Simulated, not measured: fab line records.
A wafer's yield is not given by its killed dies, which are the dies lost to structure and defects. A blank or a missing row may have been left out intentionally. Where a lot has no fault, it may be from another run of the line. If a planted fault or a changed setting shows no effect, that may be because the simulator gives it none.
What tool caused it? / flow n5_finfet / Sampling: 24 lots, 72 wafers, 4 of 1938 route steps

== WHAT THE GAUGES READ, wafer by wafer ==
N5_MOL_CONTACT_COAG_CD_MEAS_84: target cd 25.1 nm. Usual: 25.13 nm for cd_nm, sd 0.24.
lot=L074; measured=day 5 05:46; on=cd_sem-02; cd_nm (nm)=25.47 25.22 25.42; flag=
lot=L075; measured=day 5 05:11; on=cd_sem-02; cd_nm (nm)=25.37 25.17 25.14; flag=
lot=L076; measured=day 5 13:23; on=cd_sem-02; cd_nm (nm)=25.47 25.23 25.20; flag=
lot=L077; measured=day 5 21:11; on=cd_sem-03; cd_nm (nm)=25.27 25.04 25.22; flag=
lot=L078; measured=day 6 05:23; on=cd_sem-02; cd_nm (nm)=24.99 25.11 25.21; flag=
lot=L079; measured=day 6 05:34; on=cd_sem-02; cd_nm (nm)=25.05 24.84 25.11; flag=
lot=L080; measured=day 6 14:53; on=cd_sem-03; cd_nm (nm)=25.30 25.24 25.54; flag=
lot=L081; measured=day 6 17:41; on=cd_sem-03; cd_nm (nm)=24.98 24.91 25.04; flag=
lot=L082; measured=day 7 01:14; on=cd_sem-01; cd_nm (nm)=25.13 25.77 25.09; flag=
lot=L083; measured=day 7 06:07; on=cd_sem-01; cd_nm (nm)=25.19 24.73 25.30; flag=
lot=L084; measured=day 7 19:24; on=cd_sem-01; cd_nm (nm)=25.15 25.38 24.79; flag=
lot=L085; measured=day 8 00:32; on=cd_sem-03; cd_nm (nm)=25.02 25.25 24.50; flag=
lot=L086; measured=day 8 14:43; on=cd_sem-01; cd_nm (nm)=24.63 24.92 24.69; flag=
lot=L087; measured=day 9 07:29; on=cd_sem-01; cd_nm (nm)=25.12 24.51 25.00; flag=
lot=L088; measured=day 9 07:50; on=cd_sem-01; cd_nm (nm)=25.01 25.41 24.89; flag=
lot=L089; measured=day 9 08:19; on=cd_sem-03; cd_nm (nm)=24.83 25.42 25.36; flag=
lot=L090; measured=day 9 10:26; on=cd_sem-03; cd_nm (nm)=25.19 24.75 24.86; flag=
lot=L091; measured=day 9 12:55; on=cd_sem-01; cd_nm (nm)=25.16 25.29 25.16; flag=
lot=L092; measured=day 9 13:50; on=cd_sem-01; cd_nm (nm)=25.56 24.98 25.23; flag=
lot=L093; measured=day 9 22:02; on=cd_sem-03; cd_nm (nm)=25.19 25.41 25.43; flag=
lot=L094; measured=day 10 02:41; on=cd_sem-01; cd_nm (nm)=25.02 25.00 24.87; flag=
lot=L095; measured=day 10 17:04; on=cd_sem-01; cd_nm (nm)=25.36 24.96 25.19; flag=
lot=L096; measured=day 10 18:08; on=cd_sem-01; cd_nm (nm)=25.50 24.79 24.89; flag=
lot=L097; measured=day 11 02:59; on=cd_sem-01; cd_nm (nm)=25.33 25.80 24.97; flag=

== WHICH TOOL RAN EACH LOT (tool, then ch and the chambers of the sampled wafers, then the start) ==
lot=L074; N5_GATE_CUT_CMP_61=cmp-01 ch 0,1, day 4 14:37; N5_MOL_CONTACT_COAG_ALD_20=ald_metal-01 ch 0,3, day 4 18:16; N5_MOL_CONTACT_COAG_ANNEAL_113=rtp_anneal-01 ch 0, day 4 22:33
lot=L075; N5_GATE_CUT_CMP_61=cmp-01 ch 1,3, day 4 18:50; N5_MOL_CONTACT_COAG_ALD_20=ald_metal-01 ch 1,2,3, day 4 21:13; N5_MOL_CONTACT_COAG_ANNEAL_113=rtp_anneal-02 ch 0, day 4 23:22
lot=L076; N5_GATE_CUT_CMP_61=cmp-02 ch 1,2, day 5 02:14; N5_MOL_CONTACT_COAG_ALD_20=ald_metal-01 ch 0,1,3, day 5 05:14; N5_MOL_CONTACT_COAG_ANNEAL_113=rtp_anneal-01 ch 0, day 5 07:20
lot=L077; N5_GATE_CUT_CMP_61=cmp-02 ch 1,2,3, day 5 10:35; N5_MOL_CONTACT_COAG_ALD_20=ald_metal-01 ch 0,1,3, day 5 13:26; N5_MOL_CONTACT_COAG_ANNEAL_113=rtp_anneal-02 ch 0, day 5 15:32
lot=L078; N5_GATE_CUT_CMP_61=cmp-02 ch 0,2,3, day 5 17:38; N5_MOL_CONTACT_COAG_ALD_20=ald_metal-01 ch 0,2,3, day 5 20:01; N5_MOL_CONTACT_COAG_ANNEAL_113=rtp_anneal-01 ch 0, day 5 22:10
lot=L079; N5_GATE_CUT_CMP_61=cmp-02 ch 1,2, day 5 19:50; N5_MOL_CONTACT_COAG_ALD_20=ald_metal-02 ch 0,2,3, day 5 21:42; N5_MOL_CONTACT_COAG_ANNEAL_113=rtp_anneal-02 ch 0, day 6 00:18
lot=L080; N5_GATE_CUT_CMP_61=cmp-03 ch 2,3, day 6 03:25; N5_MOL_CONTACT_COAG_ALD_20=ald_metal-01 ch 1,3, day 6 05:31; N5_MOL_CONTACT_COAG_ANNEAL_113=rtp_anneal-01 ch 0, day 6 08:26
lot=L081; N5_GATE_CUT_CMP_61=cmp-03 ch 0,1,2, day 6 06:51; N5_MOL_CONTACT_COAG_ALD_20=ald_metal-01 ch 1,2,3, day 6 08:53; N5_MOL_CONTACT_COAG_ANNEAL_113=rtp_anneal-01 ch 0, day 6 12:28
lot=L082; N5_GATE_CUT_CMP_61=cmp-03 ch 0,1,3, day 6 13:42; N5_MOL_CONTACT_COAG_ALD_20=ald_metal-01 ch 0,1, day 6 17:07; N5_MOL_CONTACT_COAG_ANNEAL_113=rtp_anneal-01 ch 0, day 6 19:19
lot=L083; N5_GATE_CUT_CMP_61=cmp-02 ch 0,2,3, day 6 19:23; N5_MOL_CONTACT_COAG_ALD_20=ald_metal-03 ch 0,2,3, day 6 21:26; N5_MOL_CONTACT_COAG_ANNEAL_113=rtp_anneal-02 ch 0, day 6 23:21
lot=L084; N5_GATE_CUT_CMP_61=cmp-03 ch 1,2, day 7 06:40; N5_MOL_CONTACT_COAG_ALD_20=ald_metal-01 ch 1,2, day 7 10:04; N5_MOL_CONTACT_COAG_ANNEAL_113=rtp_anneal-02 ch 0, day 7 12:33
lot=L085; N5_GATE_CUT_CMP_61=cmp-01 ch 0,1,3, day 7 14:28; N5_MOL_CONTACT_COAG_ALD_20=ald_metal-03 ch 0,2,3, day 7 16:10; N5_MOL_CONTACT_COAG_ANNEAL_113=rtp_anneal-01 ch 0, day 7 19:03
lot=L086; N5_GATE_CUT_CMP_61=cmp-03 ch 0,2,3, day 8 00:14; N5_MOL_CONTACT_COAG_ALD_20=ald_metal-01 ch 0,1,2, day 8 06:07; N5_MOL_CONTACT_COAG_ANNEAL_113=rtp_anneal-02 ch 0, day 8 08:02
lot=L087; N5_GATE_CUT_CMP_61=cmp-03 ch 0,3, day 8 18:01; N5_MOL_CONTACT_COAG_ALD_20=ald_metal-01 ch 0,2,3, day 8 19:55; N5_MOL_CONTACT_COAG_ANNEAL_113=rtp_anneal-02 ch 0, day 8 23:25
lot=L088; N5_GATE_CUT_CMP_61=cmp-01 ch 0,3, day 8 20:16; N5_MOL_CONTACT_COAG_ALD_20=ald_metal-03 ch 0,2,3, day 8 22:19; N5_MOL_CONTACT_COAG_ANNEAL_113=rtp_anneal-02 ch 0, day 9 00:28
lot=L089; N5_GATE_CUT_CMP_61=cmp-01 ch 0,2,3, day 8 21:43; N5_MOL_CONTACT_COAG_ALD_20=ald_metal-02 ch 1,2,3, day 8 23:25; N5_MOL_CONTACT_COAG_ANNEAL_113=rtp_anneal-02 ch 0, day 9 01:29
lot=L090; N5_GATE_CUT_CMP_61=cmp-02 ch 1,3, day 9 01:26; N5_MOL_CONTACT_COAG_ALD_20=ald_metal-02 ch 1,3, day 9 03:17; N5_MOL_CONTACT_COAG_ANNEAL_113=rtp_anneal-01 ch 0, day 9 04:57
lot=L091; N5_GATE_CUT_CMP_61=cmp-01 ch 0,3, day 9 03:11; N5_MOL_CONTACT_COAG_ALD_20=ald_metal-01 ch 1,2,3, day 9 06:08; N5_MOL_CONTACT_COAG_ANNEAL_113=rtp_anneal-02 ch 0, day 9 07:53
lot=L092; N5_GATE_CUT_CMP_61=cmp-02 ch 0,1,2, day 9 04:08; N5_MOL_CONTACT_COAG_ALD_20=ald_metal-02 ch 0,2,3, day 9 06:25; N5_MOL_CONTACT_COAG_ANNEAL_113=rtp_anneal-01 ch 0, day 9 08:28
lot=L093; N5_GATE_CUT_CMP_61=cmp-02 ch 0,1,2, day 9 11:57; N5_MOL_CONTACT_COAG_ALD_20=ald_metal-01 ch 1,2, day 9 13:44; N5_MOL_CONTACT_COAG_ANNEAL_113=rtp_anneal-01 ch 0, day 9 15:43
lot=L094; N5_GATE_CUT_CMP_61=cmp-02 ch 0,3, day 9 14:55; N5_MOL_CONTACT_COAG_ALD_20=ald_metal-03 ch 0,1,2, day 9 17:29; N5_MOL_CONTACT_COAG_ANNEAL_113=rtp_anneal-02 ch 0, day 9 19:13
lot=L095; N5_GATE_CUT_CMP_61=cmp-02 ch 1,2,3, day 9 23:28; N5_MOL_CONTACT_COAG_ALD_20=ald_metal-02 ch 0,1,3, day 10 09:55; N5_MOL_CONTACT_COAG_ANNEAL_113=rtp_anneal-02 ch 0, day 10 11:44
lot=L096; N5_GATE_CUT_CMP_61=cmp-02 ch 0,1,3, day 10 07:56; N5_MOL_CONTACT_COAG_ALD_20=ald_metal-03 ch 1,2, day 10 10:03; N5_MOL_CONTACT_COAG_ANNEAL_113=rtp_anneal-01 ch 0, day 10 12:43
lot=L097; N5_GATE_CUT_CMP_61=cmp-03 ch 1,2,3, day 10 17:19; N5_MOL_CONTACT_COAG_ALD_20=ald_metal-02 ch 0,3, day 10 19:23; N5_MOL_CONTACT_COAG_ANNEAL_113=rtp_anneal-01 ch 0, day 10 21:24
- N5_GATE_CUT_CMP_61: polishes, stops on SiNx, t overpolish 3 s.
- N5_MOL_CONTACT_COAG_ALD_20: deposits TiN, target thk 1.5 nm, pulse time 1 s, purge time 3 s.
- N5_MOL_CONTACT_COAG_ANNEAL_113: time 300 s.

== AS READ BY THE TOOLS THEMSELVES (means over the sampled wafers that have a number; for cases with no such wafer, the mark the record gives instead) ==
N5_GATE_CUT_CMP_61. Usual: motor_current_A 12.2 A, standard deviation 1; pad_life_wafers 1288, standard deviation 450.
lot=L074; tool=cmp-01; motor_current_A (A)=10.8; pad_life_wafers=337; flag=
lot=L075; tool=cmp-01; motor_current_A (A)=13.3; pad_life_wafers=362; flag=
lot=L076; tool=cmp-02; motor_current_A (A)=12.7; pad_life_wafers=1058; flag=
lot=L077; tool=cmp-02; motor_current_A (A)=12.6; pad_life_wafers=1136; flag=
lot=L078; tool=cmp-02; motor_current_A (A)=11.9; pad_life_wafers=1185; flag=
lot=L079; tool=cmp-02; motor_current_A (A)=12.3; pad_life_wafers=1218; flag=
lot=L080; tool=cmp-03; motor_current_A (A)=12.1; pad_life_wafers=894; flag=
lot=L081; tool=cmp-03; motor_current_A (A)=12.3; pad_life_wafers=944; flag=
lot=L082; tool=cmp-03; motor_current_A (A)=13.1; pad_life_wafers=1004; flag=
lot=L083; tool=cmp-02; motor_current_A (A)=11.7; pad_life_wafers=1437; flag=
lot=L084; tool=cmp-03; motor_current_A (A)=12.1; pad_life_wafers=1122; flag=
lot=L085; tool=cmp-01; motor_current_A (A)=12.1; pad_life_wafers=919; flag=
lot=L086; tool=cmp-03; motor_current_A (A)=12.4; pad_life_wafers=1256; flag=
lot=L087; tool=cmp-03; motor_current_A (A)=12.9; pad_life_wafers=1374; flag=
lot=L088; tool=cmp-01; motor_current_A (A)=13.3; pad_life_wafers=1146; flag=
lot=L089; tool=cmp-01; motor_current_A (A)=12.0; pad_life_wafers=1166; flag=
lot=L090; tool=cmp-02; motor_current_A (A)=12.9; pad_life_wafers=1795; flag=
lot=L091; tool=cmp-01; motor_current_A (A)=13.1; pad_life_wafers=1212; flag=
lot=L092; tool=cmp-02; motor_current_A (A)=11.9; pad_life_wafers=1827; flag=
lot=L093; tool=cmp-02; motor_current_A (A)=11.9; pad_life_wafers=1856; flag=
lot=L094; tool=cmp-02; motor_current_A (A)=12.4; pad_life_wafers=1884; flag=
lot=L095; tool=cmp-02; motor_current_A (A)=12.6; pad_life_wafers=1951; flag=
lot=L096; tool=cmp-02; motor_current_A (A)=12.2; pad_life_wafers=2018; flag=
lot=L097; tool=cmp-03; motor_current_A (A)=12.5; pad_life_wafers=1802; flag=

N5_MOL_CONTACT_COAG_ALD_20. Usual: chamber_pressure_Torr 3.001 Torr, standard deviation 0.0064; heater_power_w 898 W, standard deviation 130; precursor_pulse_height_rel 0.998, standard deviation 0.021.
lot=L074; tool=ald_metal-01; chamber_pressure_Torr (Torr)=3.003; heater_power_w (W)=861; precursor_pulse_height_rel=0.994; flag=
lot=L075; tool=ald_metal-01; chamber_pressure_Torr (Torr)=3.007; heater_power_w (W)=976; precursor_pulse_height_rel=0.987; flag=
lot=L076; tool=ald_metal-01; chamber_pressure_Torr (Torr)=2.998; heater_power_w (W)=920; precursor_pulse_height_rel=1.003; flag=
lot=L077; tool=ald_metal-01; chamber_pressure_Torr (Torr)=3.008; heater_power_w (W)=919; precursor_pulse_height_rel=1.001; flag=
lot=L078; tool=ald_metal-01; chamber_pressure_Torr (Torr)=3.000; heater_power_w (W)=837; precursor_pulse_height_rel=0.995; flag=
lot=L079; tool=ald_metal-02; chamber_pressure_Torr (Torr)=2.996; heater_power_w (W)=927; precursor_pulse_height_rel=0.980; flag=
lot=L080; tool=ald_metal-01; chamber_pressure_Torr (Torr)=3.000; heater_power_w (W)=1027; precursor_pulse_height_rel=0.976; flag=
lot=L081; tool=ald_metal-01; chamber_pressure_Torr (Torr)=3.004; heater_power_w (W)=993; precursor_pulse_height_rel=0.991; flag=
lot=L082; tool=ald_metal-01; chamber_pressure_Torr (Torr)=3.001; heater_power_w (W)=983; precursor_pulse_height_rel=0.988; flag=
lot=L083; tool=ald_metal-03; chamber_pressure_Torr (Torr)=3.003; heater_power_w (W)=871; precursor_pulse_height_rel=0.988; flag=
lot=L084; tool=ald_metal-01; chamber_pressure_Torr (Torr)=3.007; heater_power_w (W)=959; precursor_pulse_height_rel=0.999; flag=
lot=L085; tool=ald_metal-03; chamber_pressure_Torr (Torr)=2.995; heater_power_w (W)=874; precursor_pulse_height_rel=1.018; flag=
lot=L086; tool=ald_metal-01; chamber_pressure_Torr (Torr)=3.005; heater_power_w (W)=905; precursor_pulse_height_rel=1.007; flag=
lot=L087; tool=ald_metal-01; chamber_pressure_Torr (Torr)=2.999; heater_power_w (W)=842; precursor_pulse_height_rel=0.983; flag=
lot=L088; tool=ald_metal-03; chamber_pressure_Torr (Torr)=2.997; heater_power_w (W)=875; precursor_pulse_height_rel=1.010; flag=
lot=L089; tool=ald_metal-02; chamber_pressure_Torr (Torr)=2.996; heater_power_w (W)=837; precursor_pulse_height_rel=0.978; flag=
lot=L090; tool=ald_metal-02; chamber_pressure_Torr (Torr)=3.004; heater_power_w (W)=816; precursor_pulse_height_rel=0.996; flag=
lot=L091; tool=ald_metal-01; chamber_pressure_Torr (Torr)=2.998; heater_power_w (W)=993; precursor_pulse_height_rel=0.990; flag=
lot=L092; tool=ald_metal-02; chamber_pressure_Torr (Torr)=3.003; heater_power_w (W)=929; precursor_pulse_height_rel=1.011; flag=
lot=L093; tool=ald_metal-01; chamber_pressure_Torr (Torr)=3.000; heater_power_w (W)=966; precursor_pulse_height_rel=0.992; flag=
lot=L094; tool=ald_metal-03; chamber_pressure_Torr (Torr)=2.999; heater_power_w (W)=841; precursor_pulse_height_rel=1.007; flag=
lot=L095; tool=ald_metal-02; chamber_pressure_Torr (Torr)=3.003; heater_power_w (W)=867; precursor_pulse_height_rel=1.003; flag=
lot=L096; tool=ald_metal-03; chamber_pressure_Torr (Torr)=2.999; heater_power_w (W)=839; precursor_pulse_height_rel=0.992; flag=
lot=L097; tool=ald_metal-02; chamber_pressure_Torr (Torr)=2.995; heater_power_w (W)=905; precursor_pulse_height_rel=0.997; flag=

N5_MOL_CONTACT_COAG_ANNEAL_113. Usual: lamp_power_pct 2.703 %, standard deviation 0.022; lamp_zone_3_pct 2.703 %, standard deviation 0.022; wafer_temp_C_max 402.1, standard deviation 0.55.
lot=L074; tool=rtp_anneal-01; lamp_power_pct (%)=2.726; lamp_zone_3_pct (%)=2.726; wafer_temp_C_max=402.0; flag=
lot=L075; tool=rtp_anneal-02; lamp_power_pct (%)=2.680; lamp_zone_3_pct (%)=2.681; wafer_temp_C_max=402.4; flag=
lot=L076; tool=rtp_anneal-01; lamp_power_pct (%)=2.722; lamp_zone_3_pct (%)=2.724; wafer_temp_C_max=402.1; flag=
lot=L077; tool=rtp_anneal-02; lamp_power_pct (%)=2.680; lamp_zone_3_pct (%)=2.682; wafer_temp_C_max=402.3; flag=
lot=L078; tool=rtp_anneal-01; lamp_power_pct (%)=2.726; lamp_zone_3_pct (%)=2.727; wafer_temp_C_max=401.9; flag=
lot=L079; tool=rtp_anneal-02; lamp_power_pct (%)=2.679; lamp_zone_3_pct (%)=2.683; wafer_temp_C_max=402.0; flag=
lot=L080; tool=rtp_anneal-01; lamp_power_pct (%)=2.723; lamp_zone_3_pct (%)=2.726; wafer_temp_C_max=402.0; flag=
lot=L081; tool=rtp_anneal-01; lamp_power_pct (%)=2.725; lamp_zone_3_pct (%)=2.724; wafer_temp_C_max=401.9; flag=
lot=L082; tool=rtp_anneal-01; lamp_power_pct (%)=2.723; lamp_zone_3_pct (%)=2.725; wafer_temp_C_max=401.6; flag=
lot=L083; tool=rtp_anneal-02; lamp_power_pct (%)=2.680; lamp_zone_3_pct (%)=2.680; wafer_temp_C_max=402.7; flag=
lot=L084; tool=rtp_anneal-02; lamp_power_pct (%)=2.682; lamp_zone_3_pct (%)=2.680; wafer_temp_C_max=402.7; flag=
lot=L085; tool=rtp_anneal-01; lamp_power_pct (%)=2.721; lamp_zone_3_pct (%)=2.725; wafer_temp_C_max=401.5; flag=
lot=L086; tool=rtp_anneal-02; lamp_power_pct (%)=2.681; lamp_zone_3_pct (%)=2.683; wafer_temp_C_max=402.7; flag=
lot=L087; tool=rtp_anneal-02; lamp_power_pct (%)=2.679; lamp_zone_3_pct (%)=2.683; wafer_temp_C_max=402.3; flag=
lot=L088; tool=rtp_anneal-02; lamp_power_pct (%)=2.682; lamp_zone_3_pct (%)=2.680; wafer_temp_C_max=402.5; flag=
lot=L089; tool=rtp_anneal-02; lamp_power_pct (%)=2.680; lamp_zone_3_pct (%)=2.681; wafer_temp_C_max=402.4; flag=
lot=L090; tool=rtp_anneal-01; lamp_power_pct (%)=2.723; lamp_zone_3_pct (%)=2.725; wafer_temp_C_max=401.6; flag=
lot=L091; tool=rtp_anneal-02; lamp_power_pct (%)=2.681; lamp_zone_3_pct (%)=2.681; wafer_temp_C_max=402.5; flag=
lot=L092; tool=rtp_anneal-01; lamp_power_pct (%)=2.724; lamp_zone_3_pct (%)=2.726; wafer_temp_C_max=401.1; flag=
lot=L093; tool=rtp_anneal-01; lamp_power_pct (%)=2.725; lamp_zone_3_pct (%)=2.723; wafer_temp_C_max=401.8; flag=
lot=L094; tool=rtp_anneal-02; lamp_power_pct (%)=2.683; lamp_zone_3_pct (%)=2.683; wafer_temp_C_max=402.1; flag=
lot=L095; tool=rtp_anneal-02; lamp_power_pct (%)=2.680; lamp_zone_3_pct (%)=2.681; wafer_temp_C_max=402.6; flag=
lot=L096; tool=rtp_anneal-01; lamp_power_pct (%)=2.726; lamp_zone_3_pct (%)=2.724; wafer_temp_C_max=401.2; flag=
lot=L097; tool=rtp_anneal-01; lamp_power_pct (%)=2.724; lamp_zone_3_pct (%)=2.726; wafer_temp_C_max=401.6; flag=

== THE ANSWER, worked out from the rows above alone ==
Rule: lot off if the mean of its wafers having a number is beyond 3 standard deviations from the usual mean. Also off: a lot with no number at a reading for which 4 or more lots have one. The other lots that the step has rows for count as sound. Order of review: gauges by route order, followed by the tools' own readings, for which a lot's mean as printed above is used. At the first step where some lot is off, the reading lying furthest off is the one used; lots without a number count as furthest.
No lot is off on any of the readings shown, so nothing can be concluded from this.

== WHAT HAD BEEN PUT IN BY THE SIMULATOR ==
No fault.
